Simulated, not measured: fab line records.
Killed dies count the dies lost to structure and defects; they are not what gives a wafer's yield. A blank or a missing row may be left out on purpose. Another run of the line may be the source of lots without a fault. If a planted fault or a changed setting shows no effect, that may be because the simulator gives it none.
The tool behind it: which one? :: flow n5 finfet :: 24 lots with 72 wafers sampled at 6 steps, on a route of 1938 steps

WHAT EACH GAUGE READ, for each wafer
The record lacks any reading of a measuring or inspecting step that a usual standard deviation could be used to judge.

WHICH TOOL RAN EACH LOT (tool, then ch and the chambers of the sampled wafers, then the start)
lot: L074
N5_BEOL_M3_ETCH_70: rie diel-06 ch 1,2, day 7 14:34
N5_BEOL_M3_SPUTTER_48: pvd sputter-01, day 7 15:43
N5_BEOL_M3_SPUTTER_79: pvd sputter-01, day 7 15:56
N5_BEOL_M3_ANNEAL_82: pvd sputter-01, day 7 16:14
N5_BEOL_M3_SPUTTER_94: pvd sputter-01, day 7 17:15
N5_BEOL_M3_CO_CAP_55: cvd co-02 ch 0,1,2, day 7 18:20

lot: L075
N5_BEOL_M3_ETCH_70: rie diel-05 ch 0,3, day 8 16:40
N5_BEOL_M3_SPUTTER_48: pvd sputter-03, day 8 17:50
N5_BEOL_M3_SPUTTER_79: pvd sputter-03, day 8 18:03
N5_BEOL_M3_ANNEAL_82: pvd sputter-03, day 8 18:21
N5_BEOL_M3_SPUTTER_94: pvd sputter-03, day 8 19:22
N5_BEOL_M3_CO_CAP_55: cvd co-02 ch 0,1, day 8 20:28

lot: L076
N5_BEOL_M3_ETCH_70: rie diel-05 ch 0,2, day 9 06:53
N5_BEOL_M3_SPUTTER_48: pvd sputter-01, day 9 08:13
N5_BEOL_M3_SPUTTER_79: pvd sputter-01, day 9 08:26
N5_BEOL_M3_ANNEAL_82: pvd sputter-01, day 9 08:44
N5_BEOL_M3_SPUTTER_94: pvd sputter-01, day 9 09:46
N5_BEOL_M3_CO_CAP_55: cvd co-02 ch 0,1, day 9 10:57

lot: L077
N5_BEOL_M3_ETCH_70: rie diel-02 ch 0,2,3, day 9 10:12
N5_BEOL_M3_SPUTTER_48: pvd sputter-01, day 9 11:20
N5_BEOL_M3_SPUTTER_79: pvd sputter-01, day 9 11:34
N5_BEOL_M3_ANNEAL_82: pvd sputter-01, day 9 11:52
N5_BEOL_M3_SPUTTER_94: pvd sputter-01, day 9 12:53
N5_BEOL_M3_CO_CAP_55: cvd co-02 ch 0,1,2, day 9 14:00

lot: L080
N5_BEOL_M3_ETCH_70: rie diel-02 ch 0,1,2, day 10 08:34
N5_BEOL_M3_SPUTTER_48: pvd sputter-01, day 10 09:40
N5_BEOL_M3_SPUTTER_79: pvd sputter-01, day 10 09:53
N5_BEOL_M3_ANNEAL_82: pvd sputter-01, day 10 10:11
N5_BEOL_M3_SPUTTER_94: pvd sputter-01, day 10 11:13
N5_BEOL_M3_CO_CAP_55: cvd co-02 ch 0,1,2, day 10 12:17

lot: L081
N5_BEOL_M3_ETCH_70: rie diel-05 ch 0,2,3, day 10 11:52
N5_BEOL_M3_SPUTTER_48: pvd sputter-03, day 10 13:11
N5_BEOL_M3_SPUTTER_79: pvd sputter-03, day 10 13:24
N5_BEOL_M3_ANNEAL_82: pvd sputter-03, day 10 13:42
N5_BEOL_M3_SPUTTER_94: pvd sputter-03, day 10 14:43
N5_BEOL_M3_CO_CAP_55: cvd co-01 ch 1,2, day 10 15:48

lot: L079
N5_BEOL_M3_ETCH_70: rie diel-02 ch 0,1,2, day 10 21:02
N5_BEOL_M3_SPUTTER_48: pvd sputter-01, day 10 22:13
N5_BEOL_M3_SPUTTER_79: pvd sputter-01, day 10 22:26
N5_BEOL_M3_ANNEAL_82: pvd sputter-01, day 10 22:44
N5_BEOL_M3_SPUTTER_94: pvd sputter-01, day 10 23:45
N5_BEOL_M3_CO_CAP_55: cvd co-02 ch 0,1,2, day 11 00:52

lot: L078
N5_BEOL_M3_ETCH_70: rie diel-05 ch 1,2, day 10 21:14
N5_BEOL_M3_SPUTTER_48: pvd sputter-03, day 10 22:53
N5_BEOL_M3_SPUTTER_79: pvd sputter-03, day 10 23:06
N5_BEOL_M3_ANNEAL_82: pvd sputter-03, day 10 23:24
N5_BEOL_M3_SPUTTER_94: pvd sputter-03, day 11 00:25
N5_BEOL_M3_CO_CAP_55: cvd co-01 ch 0,1, day 11 01:31

lot: L083
N5_BEOL_M3_ETCH_70: rie diel-02 ch 0,1,2, day 11 00:11
N5_BEOL_M3_SPUTTER_48: pvd sputter-01, day 11 01:17
N5_BEOL_M3_SPUTTER_79: pvd sputter-01, day 11 01:31
N5_BEOL_M3_ANNEAL_82: pvd sputter-01, day 11 01:49
N5_BEOL_M3_SPUTTER_94: pvd sputter-01, day 11 02:50
N5_BEOL_M3_CO_CAP_55: cvd co-01 ch 0,1, day 11 03:58

lot: L082
N5_BEOL_M3_ETCH_70: rie diel-06 ch 0,3, day 11 00:19
N5_BEOL_M3_SPUTTER_48: pvd sputter-03, day 11 01:26
N5_BEOL_M3_SPUTTER_79: pvd sputter-03, day 11 01:39
N5_BEOL_M3_ANNEAL_82: pvd sputter-03, day 11 01:57
N5_BEOL_M3_SPUTTER_94: pvd sputter-03, day 11 02:58
N5_BEOL_M3_CO_CAP_55: cvd co-02 ch 0,1, day 11 04:05

lot: L084
N5_BEOL_M3_ETCH_70: rie diel-05 ch 0,3, day 11 12:13
N5_BEOL_M3_SPUTTER_48: pvd sputter-03, day 11 13:31
N5_BEOL_M3_SPUTTER_79: pvd sputter-03, day 11 13:44
N5_BEOL_M3_ANNEAL_82: pvd sputter-03, day 11 14:02
N5_BEOL_M3_SPUTTER_94: pvd sputter-03, day 11 15:04
N5_BEOL_M3_CO_CAP_55: cvd co-02 ch 0,1, day 11 16:12

lot: L086
N5_BEOL_M3_ETCH_70: rie diel-06 ch 0,3, day 11 15:15
N5_BEOL_M3_SPUTTER_48: pvd sputter-03, day 11 17:17
N5_BEOL_M3_SPUTTER_79: pvd sputter-03, day 11 17:30
N5_BEOL_M3_ANNEAL_82: pvd sputter-03, day 11 17:48
N5_BEOL_M3_SPUTTER_94: pvd sputter-03, day 11 18:49
N5_BEOL_M3_CO_CAP_55: cvd co-01 ch 0,1,2, day 11 19:54

lot: L088
N5_BEOL_M3_ETCH_70: rie diel-02 ch 0,3, day 12 00:20
N5_BEOL_M3_SPUTTER_48: pvd sputter-02, day 12 01:47
N5_BEOL_M3_SPUTTER_79: pvd sputter-02, day 12 02:00
N5_BEOL_M3_ANNEAL_82: pvd sputter-02, day 12 02:18
N5_BEOL_M3_SPUTTER_94: pvd sputter-02, day 12 03:19
N5_BEOL_M3_CO_CAP_55: cvd co-02 ch 0,1,2, day 12 04:31

lot: L085
N5_BEOL_M3_ETCH_70: rie diel-05 ch 1,3, day 12 04:46
N5_BEOL_M3_SPUTTER_48: pvd sputter-03, day 12 06:23
N5_BEOL_M3_SPUTTER_79: pvd sputter-03, day 12 06:37
N5_BEOL_M3_ANNEAL_82: pvd sputter-03, day 12 06:55
N5_BEOL_M3_SPUTTER_94: pvd sputter-03, day 12 07:56
N5_BEOL_M3_CO_CAP_55: cvd co-01 ch 0,2, day 12 09:01

lot: L087
N5_BEOL_M3_ETCH_70: rie diel-02 ch 0,2,3, day 12 05:00
N5_BEOL_M3_SPUTTER_48: pvd sputter-03, day 12 08:14
N5_BEOL_M3_SPUTTER_79: pvd sputter-03, day 12 08:27
N5_BEOL_M3_ANNEAL_82: pvd sputter-03, day 12 08:45
N5_BEOL_M3_SPUTTER_94: pvd sputter-03, day 12 09:46
N5_BEOL_M3_CO_CAP_55: cvd co-02 ch 0,1,2, day 12 10:54

lot: L089
N5_BEOL_M3_ETCH_70: rie diel-06 ch 0,1,2, day 12 09:58
N5_BEOL_M3_SPUTTER_48: pvd sputter-03, day 12 11:32
N5_BEOL_M3_SPUTTER_79: pvd sputter-03, day 12 11:45
N5_BEOL_M3_ANNEAL_82: pvd sputter-03, day 12 12:03
N5_BEOL_M3_SPUTTER_94: pvd sputter-03, day 12 13:04
N5_BEOL_M3_CO_CAP_55: cvd co-01 ch 0,1,2, day 12 14:09

lot: L090
N5_BEOL_M3_ETCH_70: rie diel-02 ch 0,1,2, day 12 10:12
N5_BEOL_M3_SPUTTER_48: pvd sputter-03, day 12 13:33
N5_BEOL_M3_SPUTTER_79: pvd sputter-03, day 12 13:46
N5_BEOL_M3_ANNEAL_82: pvd sputter-03, day 12 14:04
N5_BEOL_M3_SPUTTER_94: pvd sputter-03, day 12 15:05
N5_BEOL_M3_CO_CAP_55: cvd co-02 ch 0,1,2, day 12 16:11

lot: L093
N5_BEOL_M3_ETCH_70: rie diel-02 ch 0,2,3, day 13 00:35
N5_BEOL_M3_SPUTTER_48: pvd sputter-03, day 13 03:01
N5_BEOL_M3_SPUTTER_79: pvd sputter-03, day 13 03:14
N5_BEOL_M3_ANNEAL_82: pvd sputter-03, day 13 03:32
N5_BEOL_M3_SPUTTER_94: pvd sputter-03, day 13 04:33
N5_BEOL_M3_CO_CAP_55: cvd co-02 ch 0,1, day 13 05:39

lot: L091
N5_BEOL_M3_ETCH_70: rie diel-05 ch 0,1,2, day 13 02:56
N5_BEOL_M3_SPUTTER_48: pvd sputter-02, day 13 04:28
N5_BEOL_M3_SPUTTER_79: pvd sputter-02, day 13 04:41
N5_BEOL_M3_ANNEAL_82: pvd sputter-02, day 13 04:59
N5_BEOL_M3_SPUTTER_94: pvd sputter-02, day 13 06:00
N5_BEOL_M3_CO_CAP_55: cvd co-02 ch 0,1, day 13 07:06

lot: L094
N5_BEOL_M3_ETCH_70: rie diel-05 ch 1,3, day 13 03:52
N5_BEOL_M3_SPUTTER_48: pvd sputter-02, day 13 06:36
N5_BEOL_M3_SPUTTER_79: pvd sputter-02, day 13 06:49
N5_BEOL_M3_ANNEAL_82: pvd sputter-02, day 13 07:07
N5_BEOL_M3_SPUTTER_94: pvd sputter-02, day 13 08:08
N5_BEOL_M3_CO_CAP_55: cvd co-01 ch 1,2, day 13 09:13

lot: L092
N5_BEOL_M3_ETCH_70: rie diel-02 ch 1,2,3, day 13 16:33
N5_BEOL_M3_SPUTTER_48: pvd sputter-02, day 13 19:38
N5_BEOL_M3_SPUTTER_79: pvd sputter-02, day 13 19:52
N5_BEOL_M3_ANNEAL_82: pvd sputter-02, day 13 20:10
N5_BEOL_M3_SPUTTER_94: pvd sputter-02, day 13 21:11
N5_BEOL_M3_CO_CAP_55: cvd co-01 ch 0,1,2, day 13 22:19

lot: L095
N5_BEOL_M3_ETCH_70: rie diel-02 ch 2,3, day 14 19:15
N5_BEOL_M3_SPUTTER_48: pvd sputter-01, day 14 20:24
N5_BEOL_M3_SPUTTER_79: pvd sputter-01, day 14 20:37
N5_BEOL_M3_ANNEAL_82: pvd sputter-01, day 14 20:55
N5_BEOL_M3_SPUTTER_94: pvd sputter-01, day 14 21:56
N5_BEOL_M3_CO_CAP_55: cvd co-01 ch 0,2, day 14 23:03

lot: L096
N5_BEOL_M3_ETCH_70: rie diel-05 ch 0,1, day 14 19:15
N5_BEOL_M3_SPUTTER_48: pvd sputter-02, day 14 20:45
N5_BEOL_M3_SPUTTER_79: pvd sputter-02, day 14 20:58
N5_BEOL_M3_ANNEAL_82: pvd sputter-02, day 14 21:16
N5_BEOL_M3_SPUTTER_94: pvd sputter-02, day 14 22:22
N5_BEOL_M3_CO_CAP_55: cvd co-02 ch 0,1,2, day 14 23:29

lot: L097
N5_BEOL_M3_ETCH_70: rie diel-06 ch 1,2,3, day 14 19:43
N5_BEOL_M3_SPUTTER_48: pvd sputter-01, day 14 22:19
N5_BEOL_M3_SPUTTER_79: pvd sputter-01, day 14 22:32
N5_BEOL_M3_ANNEAL_82: pvd sputter-01, day 14 22:50
N5_BEOL_M3_SPUTTER_94: pvd sputter-01, day 14 23:52
N5_BEOL_M3_CO_CAP_55: cvd co-01 ch 0,2, day 15 01:04
- N5_BEOL_M3_ETCH_70: etches SOC in N2/H2, target depth 80 nm, overetch 16 nm, time 120 s.
- N5_BEOL_M3_SPUTTER_48: material Cu, target thk 4.5 nm, time 8.29 s.
- N5_BEOL_M3_SPUTTER_79: material Cu, target thk 4.5 nm, time 8.29 s.
- N5_BEOL_M3_ANNEAL_82: time 240 s.
- N5_BEOL_M3_SPUTTER_94: material Cu, target thk 4.5 nm, time 8.29 s.
- N5_BEOL_M3_CO_CAP_55: material Co, precursor CCTBA/H2, target thk 2 nm, time 102.1 s.

AS READ BY THE TOOLS THEMSELVES (means over the sampled wafers that have a number; for cases with no such wafer, the mark the record gives instead)
N5_BEOL_M3_ETCH_70.
lot: L074
tool: rie diel-06
drypump motor current A (A): 6.1
h2 flow sccm (sccm): 199.4
oes product au (a.u.): 0.60
rf vpp V (V): 524.5
showerhead plenum p Torr (Torr): 2.56
throttle valve pct (%): 17.88

lot: L075
tool: rie diel-05
drypump motor current A (A): 6.1
h2 flow sccm (sccm): 200.2
oes product au (a.u.): 0.55
rf vpp V (V): 524.4
showerhead plenum p Torr (Torr): 2.57
throttle valve pct (%): 18.09

lot: L076
tool: rie diel-05
drypump motor current A (A): 5.3
h2 flow sccm (sccm): 200.3
oes product au (a.u.): 0.55
rf vpp V (V): 526.0
showerhead plenum p Torr (Torr): 2.62
throttle valve pct (%): 17.80

lot: L077
tool: rie diel-02
drypump motor current A (A): 5.8
h2 flow sccm (sccm): 199.7
oes product au (a.u.): 0.57
rf vpp V (V): 520.6
showerhead plenum p Torr (Torr): 2.44
throttle valve pct (%): 17.97

lot: L080
tool: rie diel-02
drypump motor current A (A): 5.6
h2 flow sccm (sccm): 199.7
oes product au (a.u.): 0.59
rf vpp V (V): 522.9
showerhead plenum p Torr (Torr): 2.52
throttle valve pct (%): 17.99

lot: L081
tool: rie diel-05
drypump motor current A (A): 5.7
h2 flow sccm (sccm): 199.8
oes product au (a.u.): 0.55
rf vpp V (V): 524.9
showerhead plenum p Torr (Torr): 2.59
throttle valve pct (%): 17.95

lot: L079
tool: rie diel-02
drypump motor current A (A): 5.6
h2 flow sccm (sccm): 199.8
oes product au (a.u.): 0.59
rf vpp V (V): 523.1
showerhead plenum p Torr (Torr): 2.52
throttle valve pct (%): 17.99

lot: L078
tool: rie diel-05
drypump motor current A (A): 5.4
h2 flow sccm (sccm): 200.0
oes product au (a.u.): 0.58
rf vpp V (V): 525.9
showerhead plenum p Torr (Torr): 2.60
throttle valve pct (%): 17.76

lot: L083
tool: rie diel-02
drypump motor current A (A): 5.6
h2 flow sccm (sccm): 199.4
oes product au (a.u.): 0.59
rf vpp V (V): 522.0
showerhead plenum p Torr (Torr): 2.52
throttle valve pct (%): 17.99

lot: L082
tool: rie diel-06
drypump motor current A (A): 5.6
h2 flow sccm (sccm): 200.1
oes product au (a.u.): 0.56
rf vpp V (V): 522.8
showerhead plenum p Torr (Torr): 2.50
throttle valve pct (%): 17.58

lot: L084
tool: rie diel-05
drypump motor current A (A): 6.1
h2 flow sccm (sccm): 199.2
oes product au (a.u.): 0.54
rf vpp V (V): 524.5
showerhead plenum p Torr (Torr): 2.56
throttle valve pct (%): 18.12

lot: L086
tool: rie diel-06
drypump motor current A (A): 5.6
h2 flow sccm (sccm): 200.0
oes product au (a.u.): 0.56
rf vpp V (V): 523.1
showerhead plenum p Torr (Torr): 2.50
throttle valve pct (%): 17.58

lot: L088
tool: rie diel-02
drypump motor current A (A): 5.6
h2 flow sccm (sccm): 200.3
oes product au (a.u.): 0.58
rf vpp V (V): 518.6
showerhead plenum p Torr (Torr): 2.37
throttle valve pct (%): 17.81

lot: L085
tool: rie diel-05
drypump motor current A (A): 6.2
h2 flow sccm (sccm): 200.1
oes product au (a.u.): 0.59
rf vpp V (V): 524.0
showerhead plenum p Torr (Torr): 2.55
throttle valve pct (%): 17.87

lot: L087
tool: rie diel-02
drypump motor current A (A): 5.8
h2 flow sccm (sccm): 199.5
oes product au (a.u.): 0.56
rf vpp V (V): 521.0
showerhead plenum p Torr (Torr): 2.43
throttle valve pct (%): 18.00

lot: L089
tool: rie diel-06
drypump motor current A (A): 5.6
h2 flow sccm (sccm): 200.2
oes product au (a.u.): 0.57
rf vpp V (V): 523.4
showerhead plenum p Torr (Torr): 2.54
throttle valve pct (%): 17.82

lot: L090
tool: rie diel-02
drypump motor current A (A): 5.6
h2 flow sccm (sccm): 200.3
oes product au (a.u.): 0.58
rf vpp V (V): 522.9
showerhead plenum p Torr (Torr): 2.51
throttle valve pct (%): 18.02

lot: L093
tool: rie diel-02
drypump motor current A (A): 5.8
h2 flow sccm (sccm): 200.1
oes product au (a.u.): 0.56
rf vpp V (V): 521.6
showerhead plenum p Torr (Torr): 2.43
throttle valve pct (%): 18.00

lot: L091
tool: rie diel-05
drypump motor current A (A): 5.7
h2 flow sccm (sccm): 200.4
oes product au (a.u.): 0.63
rf vpp V (V): 525.5
showerhead plenum p Torr (Torr): 2.59
throttle valve pct (%): 17.64

lot: L094
tool: rie diel-05
drypump motor current A (A): 6.2
h2 flow sccm (sccm): 199.7
oes product au (a.u.): 0.57
rf vpp V (V): 524.4
showerhead plenum p Torr (Torr): 2.54
throttle valve pct (%): 18.08

lot: L092
tool: rie diel-02
drypump motor current A (A): 5.6
h2 flow sccm (sccm): 199.4
oes product au (a.u.): 0.61
rf vpp V (V): 521.9
showerhead plenum p Torr (Torr): 2.49
throttle valve pct (%): 18.00

lot: L095
tool: rie diel-02
drypump motor current A (A): 6.1
h2 flow sccm (sccm): 200.1
oes product au (a.u.): 0.56
rf vpp V (V): 521.2
showerhead plenum p Torr (Torr): 2.47
throttle valve pct (%): 18.18

lot: L096
tool: rie diel-05
drypump motor current A (A): 6.0
h2 flow sccm (sccm): 200.3
oes product au (a.u.): 0.64
rf vpp V (V): 524.0
showerhead plenum p Torr (Torr): 2.56
throttle valve pct (%): 17.60

lot: L097
tool: rie diel-06
drypump motor current A (A): 6.1
h2 flow sccm (sccm): 199.6
oes product au (a.u.): 0.55
rf vpp V (V): 521.1
showerhead plenum p Torr (Torr): 2.50
throttle valve pct (%): 17.85

N5_BEOL_M3_SPUTTER_48.
lot: L074
tool: pvd sputter-01
throttle valve pct (%): 29.7

lot: L075
tool: pvd sputter-03
throttle valve pct (%): 29.4

lot: L076
tool: pvd sputter-01
throttle valve pct (%): 31.0

lot: L077
tool: pvd sputter-01
throttle valve pct (%): 29.9

lot: L080
tool: pvd sputter-01
throttle valve pct (%): 29.9

lot: L081
tool: pvd sputter-03
throttle valve pct (%): 30.1

lot: L079
tool: pvd sputter-01
throttle valve pct (%): 29.8

lot: L078
tool: pvd sputter-03
throttle valve pct (%): 29.2

lot: L083
tool: pvd sputter-01
throttle valve pct (%): 30.5

lot: L082
tool: pvd sputter-03
throttle valve pct (%): 29.2

lot: L084
tool: pvd sputter-03
throttle valve pct (%): 30.3

lot: L086
tool: pvd sputter-03
throttle valve pct (%): 29.2

lot: L088
tool: pvd sputter-02
throttle valve pct (%): 30.4

lot: L085
tool: pvd sputter-03
throttle valve pct (%): 29.3

lot: L087
tool: pvd sputter-03
throttle valve pct (%): 30.4

lot: L089
tool: pvd sputter-03
throttle valve pct (%): 29.4

lot: L090
tool: pvd sputter-03
throttle valve pct (%): 29.6

lot: L093
tool: pvd sputter-03
throttle valve pct (%): 29.9

lot: L091
tool: pvd sputter-02
throttle valve pct (%): 30.2

lot: L094
tool: pvd sputter-02
throttle valve pct (%): 30.2

lot: L092
tool: pvd sputter-02
throttle valve pct (%): 30.5

lot: L095
tool: pvd sputter-01
throttle valve pct (%): 30.5

lot: L096
tool: pvd sputter-02
throttle valve pct (%): 30.8

lot: L097
tool: pvd sputter-01
throttle valve pct (%): 30.8

N5_BEOL_M3_SPUTTER_79.
lot: L074
tool: pvd sputter-01
throttle valve pct (%): 30.1

lot: L075
tool: pvd sputter-03
throttle valve pct (%): 29.4

lot: L076
tool: pvd sputter-01
throttle valve pct (%): 31.0

lot: L077
tool: pvd sputter-01
throttle valve pct (%): 30.1

lot: L080
tool: pvd sputter-01
throttle valve pct (%): 30.1

lot: L081
tool: pvd sputter-03
throttle valve pct (%): 30.0

lot: L079
tool: pvd sputter-01
throttle valve pct (%): 29.8

lot: L078
tool: pvd sputter-03
throttle valve pct (%): 29.1

lot: L083
tool: pvd sputter-01
throttle valve pct (%): 30.4

lot: L082
tool: pvd sputter-03
throttle valve pct (%): 29.3

lot: L084
tool: pvd sputter-03
throttle valve pct (%): 30.2

lot: L086
tool: pvd sputter-03
throttle valve pct (%): 29.1

lot: L088
tool: pvd sputter-02
throttle valve pct (%): 30.4

lot: L085
tool: pvd sputter-03
throttle valve pct (%): 29.2

lot: L087
tool: pvd sputter-03
throttle valve pct (%): 30.5

lot: L089
tool: pvd sputter-03
throttle valve pct (%): 29.4

lot: L090
tool: pvd sputter-03
throttle valve pct (%): 29.8

lot: L093
tool: pvd sputter-03
throttle valve pct (%): 30.0

lot: L091
tool: pvd sputter-02
throttle valve pct (%): 30.3

lot: L094
tool: pvd sputter-02
throttle valve pct (%): 30.2

lot: L092
tool: pvd sputter-02
throttle valve pct (%): 30.6

lot: L095
tool: pvd sputter-01
throttle valve pct (%): 30.5

lot: L096
tool: pvd sputter-02
throttle valve pct (%): 30.8

lot: L097
tool: pvd sputter-01
throttle valve pct (%): 30.7

N5_BEOL_M3_ANNEAL_82.
lot: L074
tool: pvd sputter-01
heater power w (W): 859

lot: L075
tool: pvd sputter-03
heater power w (W): 839

lot: L076
tool: pvd sputter-01
heater power w (W): 775

lot: L077
tool: pvd sputter-01
heater power w (W): 833

lot: L080
tool: pvd sputter-01
heater power w (W): 839

lot: L081
tool: pvd sputter-03
heater power w (W): 847

lot: L079
tool: pvd sputter-01
heater power w (W): 889

lot: L078
tool: pvd sputter-03
heater power w (W): 906

lot: L083
tool: pvd sputter-01
heater power w (W): 853

lot: L082
tool: pvd sputter-03
heater power w (W): 832

lot: L084
tool: pvd sputter-03
heater power w (W): 837

lot: L086
tool: pvd sputter-03
heater power w (W): 833

lot: L088
tool: pvd sputter-02
heater power w (W): 837

lot: L085
tool: pvd sputter-03
heater power w (W): 810

lot: L087
tool: pvd sputter-03
heater power w (W): 785

lot: L089
tool: pvd sputter-03
heater power w (W): 827

lot: L090
tool: pvd sputter-03
heater power w (W): 798

lot: L093
tool: pvd sputter-03
heater power w (W): 812

lot: L091
tool: pvd sputter-02
heater power w (W): 830

lot: L094
tool: pvd sputter-02
heater power w (W): 821

lot: L092
tool: pvd sputter-02
heater power w (W): 829

lot: L095
tool: pvd sputter-01
heater power w (W): 772

lot: L096
tool: pvd sputter-02
heater power w (W): 818

lot: L097
tool: pvd sputter-01
heater power w (W): 808

N5_BEOL_M3_SPUTTER_94.
lot: L074
tool: pvd sputter-01
throttle valve pct (%): 29.7

lot: L075
tool: pvd sputter-03
throttle valve pct (%): 29.5

lot: L076
tool: pvd sputter-01
throttle valve pct (%): 31.0

lot: L077
tool: pvd sputter-01
throttle valve pct (%): 30.1

lot: L080
tool: pvd sputter-01
throttle valve pct (%): 30.1

lot: L081
tool: pvd sputter-03
throttle valve pct (%): 30.2

lot: L079
tool: pvd sputter-01
throttle valve pct (%): 29.7

lot: L078
tool: pvd sputter-03
throttle valve pct (%): 29.1

lot: L083
tool: pvd sputter-01
throttle valve pct (%): 30.4

lot: L082
tool: pvd sputter-03
throttle valve pct (%): 29.2

lot: L084
tool: pvd sputter-03
throttle valve pct (%): 30.2

lot: L086
tool: pvd sputter-03
throttle valve pct (%): 29.2

lot: L088
tool: pvd sputter-02
throttle valve pct (%): 30.4

lot: L085
tool: pvd sputter-03
throttle valve pct (%): 29.0

lot: L087
tool: pvd sputter-03
throttle valve pct (%): 30.4

lot: L089
tool: pvd sputter-03
throttle valve pct (%): 29.4

lot: L090
tool: pvd sputter-03
throttle valve pct (%): 29.8

lot: L093
tool: pvd sputter-03
throttle valve pct (%): 30.0

lot: L091
tool: pvd sputter-02
throttle valve pct (%): 30.3

lot: L094
tool: pvd sputter-02
throttle valve pct (%): 30.1

lot: L092
tool: pvd sputter-02
throttle valve pct (%): 30.8

lot: L095
tool: pvd sputter-01
throttle valve pct (%): 30.6

lot: L096
tool: pvd sputter-02
throttle valve pct (%): 30.8

lot: L097
tool: pvd sputter-01
throttle valve pct (%): 30.8

N5_BEOL_M3_CO_CAP_55.
lot: L074
tool: cvd co-02
heater power w (W): 235

lot: L075
tool: cvd co-02
heater power w (W): 224

lot: L076
tool: cvd co-02
heater power w (W): 227

lot: L077
tool: cvd co-02
heater power w (W): 238

lot: L080
tool: cvd co-02
heater power w (W): 240

lot: L081
tool: cvd co-01
heater power w (W): 214

lot: L079
tool: cvd co-02
heater power w (W): 238

lot: L078
tool: cvd co-01
heater power w (W): 217

lot: L083
tool: cvd co-01
heater power w (W): 213

lot: L082
tool: cvd co-02
heater power w (W): 224

lot: L084
tool: cvd co-02
heater power w (W): 228

lot: L086
tool: cvd co-01
heater power w (W): 213

lot: L088
tool: cvd co-02
heater power w (W): 237

lot: L085
tool: cvd co-01
heater power w (W): 217

lot: L087
tool: cvd co-02
heater power w (W): 237

lot: L089
tool: cvd co-01
heater power w (W): 216

lot: L090
tool: cvd co-02
heater power w (W): 238

lot: L093
tool: cvd co-02
heater power w (W): 224

lot: L091
tool: cvd co-02
heater power w (W): 227

lot: L094
tool: cvd co-01
heater power w (W): 216

lot: L092
tool: cvd co-01
heater power w (W): 215

lot: L095
tool: cvd co-01
heater power w (W): 221

lot: L096
tool: cvd co-02
heater power w (W): 241

lot: L097
tool: cvd co-01
heater power w (W): 221

THE ANSWER, worked out from the rows above alone
Rule: what is usual is taken from the lots themselves. The widest of any qualifying gaps counts: lots, ordered by their means at a reading, are off when they make up no more than a third of the lots, leave a main group of 4 or more, and stand apart from it by 3 or more times the standard deviation of that group's means. A main group whose means are all the same, to the digits that the tables above print for the reading, isn't used. A lot without any number at a reading at which 4 lots or more have one is off too. Where the step has rows for the other lots, those lots are counted as sound. Order of review: gauges by route order, followed by the tools' own readings, for which a lot's mean as printed above is used. At the first step where some lot is off, the reading lying furthest off is the one used; lots without a number count as furthest.
No lot is off on any of the readings shown, so nothing can be concluded from this.

WHAT THE SIMULATOR PUT IN
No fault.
